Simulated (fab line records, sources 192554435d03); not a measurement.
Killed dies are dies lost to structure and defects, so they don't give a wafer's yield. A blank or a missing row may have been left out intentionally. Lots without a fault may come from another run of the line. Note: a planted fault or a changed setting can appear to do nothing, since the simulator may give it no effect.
Matching of chambers / flow n5 finfet / N5_DUMMY_GATE_ETCH_23 on rie si-01 has 4 sister chambers
The step etches poly-Si in HBr/Cl2/O2, target depth 41 nm, time 22.3 s. 8 wafers are shown with their chamber, then 8 later ones without.

== EACH WAFER AND ITS CHAMBER ==
wafer=L076.1; chamber=2; drypump motor current A (A)=5.5; oes product au (a.u.)=0.979
wafer=L077.2; chamber=2; drypump motor current A (A)=5.5; oes product au (a.u.)=0.984
wafer=L086.1; chamber=3; drypump motor current A (A)=5.7; oes product au (a.u.)=0.962
wafer=L086.3; chamber=0; drypump motor current A (A)=6.7; oes product au (a.u.)=1.007
wafer=L087.3; chamber=3; drypump motor current A (A)=5.7; oes product au (a.u.)=0.967
wafer=L087.4; chamber=1; drypump motor current A (A)=5.2; oes product au (a.u.)=0.999
wafer=L087.6; chamber=1; drypump motor current A (A)=5.2; oes product au (a.u.)=1.008
wafer=L092.1; chamber=0; drypump motor current A (A)=6.8; oes product au (a.u.)=1.008

== WAFERS WHOSE CHAMBER IS MISSING ==
wafer=L092.3; drypump motor current A (A)=5.5; oes product au (a.u.)=0.990
wafer=L092.6; drypump motor current A (A)=5.2; oes product au (a.u.)=1.013
wafer=L093.2; drypump motor current A (A)=5.2; oes product au (a.u.)=1.003
wafer=L093.4; drypump motor current A (A)=5.5; oes product au (a.u.)=0.986
wafer=L093.6; drypump motor current A (A)=5.5; oes product au (a.u.)=0.980
wafer=L096.1; drypump motor current A (A)=5.7; oes product au (a.u.)=0.962
wafer=L096.2; drypump motor current A (A)=6.7; oes product au (a.u.)=1.006
wafer=L096.6; drypump motor current A (A)=6.7; oes product au (a.u.)=1.007

== WHICH CHAMBER EACH WENT THROUGH ==
wafer=L092.3; from the rows above=2; in truth=2
wafer=L092.6; from the rows above=1; in truth=1
wafer=L093.2; from the rows above=1; in truth=1
wafer=L093.4; from the rows above=2; in truth=2
wafer=L093.6; from the rows above=2; in truth=2
wafer=L096.1; from the rows above=3; in truth=3
wafer=L096.2; from the rows above=0; in truth=0
wafer=L096.6; from the rows above=0; in truth=0
8 of 8 placed correctly. From these rows, 0 cannot be placed. Wrongly placed: 0.
How it was worked out, from the rows above alone: a wafer's distance from a chamber is the root of the sum, over the readings, of the square of ((its reading less the chamber's mean) divided by the reading's scatter). If the next closest chamber is less than 2 further off than the closest, the wafer can't be placed; otherwise it belongs to the closest. A chamber's mean is the mean of its shown wafers. The scatter: take each reading less its chamber's mean, square it, sum over the shown wafers, divide by the number of wafers less the number of chambers, and take the root.
